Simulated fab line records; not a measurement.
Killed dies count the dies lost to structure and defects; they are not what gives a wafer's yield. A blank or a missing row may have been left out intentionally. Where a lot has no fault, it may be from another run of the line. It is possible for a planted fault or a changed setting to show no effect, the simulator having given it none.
fab line records | flow n5_finfet
[record] lots = 6 wafers = 17 last_day = 16
route steps=1938 shown TV_OPEN@1889 PAD_METAL@1893 PASSIVATION@1897
lots untouched by any fault: they come from a run of this same line in which no faults occurred
start_h: the number of hours between the record's first day and the start of the first shown wafer of the lot | wait_h: time in hours since the lot's previous step | " repeats the value in the row above | L1.1+2: a single row standing in for several wafers | - value missing, or start not given | * or withheld: withheld | < > ~ a bound
route shown NAME@n: NAME is a module with steps in the file, n the number in the route of the first one | usual: average and standard deviation across the fault-free wafers | same: alike in all rows | chamber/n: place in a boat | sites: per-site readings | _std_site: the values' standard deviation | _edge_site: mean of outer sites minus mean of inner sites | radius_mm: how far each site lies from the wafer's centre | mask NAME#n: copy n | behind: the last tool/chamber to shape the wafer | hold: cause of the lot's hold/its duration in hours/its outcome | device: the transistor (n, p or np) that didn't switch | end of line: tests run on the same wafers once the route is complete | a step given without rows: its recipe and nothing more | killed: dies that structure and defects cost at the first sort, which is not the same as the wafer's yield | map: shows each die of a wafer: x if killed, . if not, _ if none is there
set.NAME: the setting the step ran with; set.NAME@STEP: the setting that earlier step ran with | model.NAME: the simulator's own value behind a step, which no gauge read
lots at some steps of the route; a table a step, a row a wafer
services: a tool's chamber out of use, with start hour (start_h, from the record's first day; less than 0 if before it), hours out, and reason
[[steps]]
[step N5_PASSIVATION_STRIP_14]
[recipe] chemistry = O2 power_w = 600 temp_c = 60 pressure_mtorr = 30 rf_frequency_hz = 6e+07 bias_power_w = 0 overash_fraction = 0.5 o2_flow_sccm = 225
[usual] drypump_motor_current_A = 5.9/0.46 oes_product_au = 0.79/0.087 rf_vpp_V = 3.6/0.98 showerhead_plenum_p_Torr = 2.13/0.064 throttle_valve_pct = 16.62/0.18
[same] overash_fraction = 0.5
// columns lot.wafer tool chamber start_h wait_h drypump_motor_current_A oes_product_au rf_hours_counter_h rf_vpp_V showerhead_plenum_p_Torr throttle_valve_pct
L802.1 rie_diel-02 3 289.93 0.1 5.6 0.89 43 2.3 2.23 16.39
L802.2 " 1 " " 5.7 0.73 196 3.3 2.10 16.54
L802.6 " 1 " " 5.8 0.71 - 3.4 2.10 16.60
L804.1 rie_diel-02 3 292.02 0.1 5.5 0.88 44 3.9 2.23 16.37
L804.5 " 1 " " 5.7 0.72 - 3.2 2.10 16.57
L804.6 " 3 " " 5.6 0.89 - 3.5 2.23 16.40
L810.4 rie_diel-01 1 336.72 0.1 5.9 0.80 95 4.1 2.23 16.67
L810.6 " 3 " " 6.3 0.70 - 3.4 2.08 16.84
L808.1 rie_diel-03 2 339.51 0.1 4.9 0.83 62 2.4 2.02 16.41
L808.2 " 0 " " 6.7 0.72 168 3.4 2.10 16.79
L808.6 " 0 " " 6.8 0.73 - 2.5 2.10 16.77
L816.1 rie_diel-01 0 382.32 0.1 5.8 0.81 84 2.3 2.09 16.60
L816.2 " 1 " " 5.9 0.80 108 3.3 2.22 16.70
L816.5 " 0 " " 5.8 0.82 - 3.3 2.09 16.63
L817.2 rie_diel-02 3 387.43 0.1 5.6 0.84 73 3.5 2.22 16.41
L817.3 " 0 " " 5.1 0.92 20 4.0 2.15 16.41
L817.6 " 2 " " 6.4 0.92 - 3.8 2.05 16.39
[step N5_PASSIVATION_ETCH_15]
[recipe] chemistry = CF4/N2 target = SiCN target_depth_a = 750 taper_deg = 2 time_s = 81.2 ion_energy_ev = 150 mask_material = SiNx pressure_mtorr = 40 source_w = 430 bias_w = 70 Ar_flow_sccm = 100 cf4_flow_sccm = 60 n2_flow_sccm = 60
[usual] cf4_flow_sccm = 59.99/0.19 drypump_motor_current_A = 5.9/0.45 mfc_ar_sccm = 100.0/0.31 oes_product_au = 0.78/0.09 rf_vpp_V = 383.0/1.7 showerhead_plenum_p_Torr = 2.24/0.06 throttle_valve_pct = 15.40/0.19
// columns lot.wafer tool chamber start_h wait_h cf4_flow_sccm drypump_motor_current_A mfc_ar_sccm oes_product_au rf_hours_counter_h rf_vpp_V showerhead_plenum_p_Torr throttle_valve_pct
L802.1 rie_diel-02 3 - - 59.97 5.6 100.1 0.89 43 384.3 2.34 15.15
L802.2 " 1 " " 59.98 5.7 100.0 0.72 196 381.3 2.18 15.25
L802.6 " 1 " " 60.15 5.8 100.2 0.72 - 381.2 2.18 15.25
L804.1 rie_diel-02 3 - - 59.78 5.6 100.1 0.88 44 386.5 2.34 15.15
L804.5 " 1 " " 60.09 5.7 100.3 0.73 - 382.2 2.18 15.26
L804.6 " 3 " " 59.77 5.6 99.5 0.89 - 384.1 2.34 15.16
L810.4 rie_diel-01 1 - - 60.06 5.9 100.7 0.81 95 384.3 2.32 15.36
L810.6 " 3 " " 59.67 6.3 100.1 0.70 - 382.3 2.18 15.61
L808.1 rie_diel-03 2 - - 59.88 4.9 100.2 0.81 62 379.5 2.16 15.33
L808.2 " 0 " " 59.70 6.8 100.0 0.72 168 381.9 2.21 15.57
L808.6 " 0 " " 59.74 6.7 99.6 0.72 - 382.0 2.21 15.58
L816.1 rie_diel-01 0 - - 59.99 5.8 100.2 0.83 84 383.3 2.23 15.51
L816.2 " 1 " " 59.85 5.9 100.0 0.79 108 385.1 2.31 15.40
L816.5 " 0 " " 60.37 5.8 99.9 0.82 - 383.3 2.23 15.50
L817.2 rie_diel-02 3 - - 59.96 5.6 100.5 0.84 73 385.3 2.33 15.21
L817.3 " 0 " " 59.77 5.1 100.4 0.91 20 383.0 2.25 15.08
L817.6 " 2 " " 60.12 6.4 99.9 0.92 - 382.6 2.17 15.21
[step N5_PASSIVATION_STRIP_73]
[recipe] chemistry = post_etch_residue_remover time_s = 60 temp_c = 25 remover_ph = withheld remover_water_wt_pct = withheld remover_fluoride_wt_pct = withheld
[step N5_PASSIVATION_SRD_17]
[recipe] time_s = 30 temp_c = 23 rinse_liquid = diw dry = n2_spin spin_rpm = 1500 dry_time_s = 30
[step N5_PASSIVATION_DEGAS_18]
[recipe] ambient = vacuum temp_c = 300 time_s = 60
[usual] heater_power_w = 464/33
// columns lot.wafer tool chamber start_h wait_h heater_power_w
L802.1 pvd_sputter-01 - 290.83 0.7 416
L802.2 " - " " 438
L802.6 " - " " 423
L804.1 pvd_sputter-03 - 292.80 0.6 437
L804.5 " - " " 450
L804.6 " - " " 462
L810.4 pvd_sputter-03 - 336.94 0.0 420
L810.6 " - " " 415
L808.1 pvd_sputter-01 - 339.75 0.1 498
L808.2 " - " " 431
L808.6 " - " " 498
L816.1 pvd_sputter-03 - 382.87 0.3 389
L816.2 " - " " 448
L816.5 " - " " 443
L817.2 pvd_sputter-01 - 387.72 0.1 471
L817.3 " - " " 426
L817.6 " - " " 434
[step N5_PASSIVATION_PRE_CLEAN_19]
[recipe] gas = H2/He time_s = * temp_c = *
[usual] heater_power_w = 464/34
// columns lot.wafer tool chamber start_h wait_h heater_power_w
L802.1 pvd_sputter-01 - 290.87 0.0 428
L802.2 " - " " 431
L802.6 " - " " 418
L804.1 pvd_sputter-03 - 292.84 0.0 467
L804.5 " - " " 449
L804.6 " - " " 463
L810.4 pvd_sputter-03 - 336.98 0.0 419
L810.6 " - " " 423
L808.1 pvd_sputter-01 - 339.79 0.0 503
L808.2 " - " " 435
L808.6 " - " " 496
L816.1 pvd_sputter-03 - 382.91 0.0 385
L816.2 " - " " 443
L816.5 " - " " 450
L817.2 pvd_sputter-01 - 387.76 0.0 478
L817.3 " - " " 428
L817.6 " - " " 414
[step N5_PASSIVATION_SPUTTER_20]
[recipe] material = TaN target_thk_a = 500 temp_c = 25 chamber_pressure_pa = 0.4
[step N5_PASSIVATION_AL_DEP_21]
[recipe] material = Al target_thk_a = 28000 temp_c = 400 time_s = 170 power_w = 30000 chamber_pressure_pa = 0.4 gas = Ar
[usual] throttle_valve_pct = 29.7/0.94
// columns lot.wafer tool chamber start_h wait_h throttle_valve_pct
L802.1 pvd_sputter-01 - 291.01 0.1 29.6
L802.2 " - " " 29.4
L802.6 " - " " 29.5
L804.1 pvd_sputter-03 - 292.98 0.1 29.1
L804.5 " - " " 29.0
L804.6 " - " " 31.5
L810.4 pvd_sputter-03 - 337.12 0.1 29.1
L810.6 " - " " 28.9
L808.1 pvd_sputter-01 - 339.93 0.1 30.1
L808.2 " - " " 29.8
L808.6 " - " " 29.9
L816.1 pvd_sputter-03 - 383.05 0.1 29.4
L816.2 " - " " 29.4
L816.5 " - " " 29.1
L817.2 pvd_sputter-01 - 387.90 0.1 28.1
L817.3 " - " " 29.6
L817.6 " - " " 29.6
[step N5_PASSIVATION_HMDS_23]
[recipe] time_s = 60 temp_c = 120
[step N5_PASSIVATION_COAT_24]
[recipe] spin_rpm = 3000 resist_thk_nm = withheld
[step N5_PASSIVATION_EBR_26]
[recipe] solvent = PGMEA ebr_width_mm = 1.5
[step N5_PASSIVATION_SOFTBAKE_25]
[recipe] temp_c = 100 time_s = 90
[step N5_PASSIVATION_EXPOSE_27]
[recipe] mask_id = PAD na = 0.55 source_shape = conventional sigma_outer = 0.8 polarization = unpolarized defocus_nm = 0 dose_mj = 32.3
// columns lot.wafer tool chamber start_h wait_h mask
L802.1+2+6 krf_scanner-01 0 291.31 - PAD#0
L804.1+5+6 krf_scanner-01 0 293.28 - PAD#0
L810.4+6 krf_scanner-01 0 337.43 - PAD#0
L808.1+2+6 krf_scanner-01 0 340.23 - PAD#0
L816.1+2+5 krf_scanner-02 0 383.34 - PAD#0
L817.2+3+6 krf_scanner-02 0 388.20 - PAD#0
[step N5_PASSIVATION_PEB_28]
[recipe] peb_temp_c = withheld peb_time_s = *
[step N5_PASSIVATION_DEVELOP_29]
[recipe] develop_time_s = 60 rinse_liquid = diw dry = air_spin dev_temp_c = 21
[step N5_PASSIVATION_HARDBAKE_31]
[recipe] temp_c = 130 time_s = 120
[step N5_PASSIVATION_CD_MEAS_30]
[recipe] target_cd_nm = 4000 landing_energy_ev = 500 detector = se_inlens polarity = opening
[usual] cd_nm = 4001.5/2
// columns lot.wafer tool chamber start_h wait_h cd_nm
L802.1 cd_sem-02 0 291.48 - 4000.0
L802.2 " 0 " " 4003.4
L802.6 " 0 " " 4003.8
L804.1 cd_sem-03 0 293.45 - 4001.8
L804.5 " 0 " " 4001.6
L804.6 " 0 " " 4001.9
L810.4 cd_sem-03 0 337.60 - 4003.4
L810.6 " 0 " " 4011.2
L808.1 cd_sem-03 0 340.40 - 3999.9
L808.2 " 0 " " 4009.6
L808.6 " 0 " " 4010.9
L816.1 cd_sem-01 0 383.52 - 3999.5
L816.2 " 0 " " 3999.6
L816.5 " 0 " " 4000.2
L817.2 cd_sem-02 0 388.37 - 4001.2
L817.3 " 0 " " 4002.0
L817.6 " 0 " " 4002.6
[step N5_PASSIVATION_OVL_MEAS_63]
[recipe] points_per_wafer = 44
[usual] PAD_OVL = 0/5.4
// columns lot.wafer tool chamber start_h wait_h PAD_OVL[nm]
L802.1 overlay-01 0 291.51 0.0 -4
L802.2 " 0 " " 5
L802.6 " 0 " " 6
L804.1 overlay-01 0 293.48 0.0 2
L804.5 " 0 " " -8
L804.6 " 0 " " 2
L810.4 overlay-01 0 337.62 0.0 -5
L810.6 " 0 " " -10
L808.1 overlay-02 0 340.43 0.0 -2
L808.2 " 0 " " -8
L808.6 " 0 " " -7
L816.1 overlay-02 0 383.55 0.0 7
L816.2 " 0 " " 3
L816.5 " 0 " " 5
L817.2 overlay-01 0 388.40 0.0 7
L817.3 " 0 " " 12
L817.6 " 0 " " 17
[[services]]
// columns tool chamber start_h hours kind
rie_diel-02 0 269.31 - clean
rie_diel-02 0 269.31 - consumable_replace:focus_ring
rie_diel-02 0 269.31 23.3 scheduled_down
rie_diel-02 0 269.31 23.3 vent_cycle
rie_diel-02 3 282.57 1.5 repair
rie_diel-03 3 285.32 6.0 repair
rie_diel-01 - 290.73 2.8 pm
rie_diel-01 2 293.58 40.7 repair
krf_scanner-02 - 302.70 1.5 repair
krf_scanner-01 - 305.20 3.0 repair
krf_scanner-02 - 308.47 0.8 pm
rie_diel-02 2 324.02 3.9 repair
rie_diel-01 1 326.23 2.7 repair
krf_scanner-01 0 328.70 - calibration
krf_scanner-02 - 333.92 1.3 pm
rie_diel-02 2 335.77 - clean
rie_diel-02 2 335.77 - consumable_replace:focus_ring
rie_diel-02 2 335.77 17.2 scheduled_down
rie_diel-02 2 335.77 17.2 vent_cycle
pvd_sputter-03 - 341.29 2.4 repair
pvd_sputter-03 - 345.62 20.9 repair
krf_scanner-01 - 347.46 1.0 pm
krf_scanner-01 - 365.08 1.3 pm
krf_scanner-02 - 368.26 0.9 repair
[[key]]
[first_sign] step = N5_PASSIVATION_CD_MEAS_30 reading = cd_nm direction = up sigmas = 4.5 usual = 4001.5 struck = 4010.6
effect none on later readings
met_at N5_PASSIVATION_EXPOSE_27
struck_wafers L808.2,L808.6,L810.6
onset_between 293.28 337.43
[fault] kind = process_parameter_drift tool = krf_scanner-01 chamber = - onset_h = 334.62 steps = N5_PASSIVATION_EXPOSE_27 channel = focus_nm offset = 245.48 shape = step end_h = 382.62 scope = struck_wafers_only
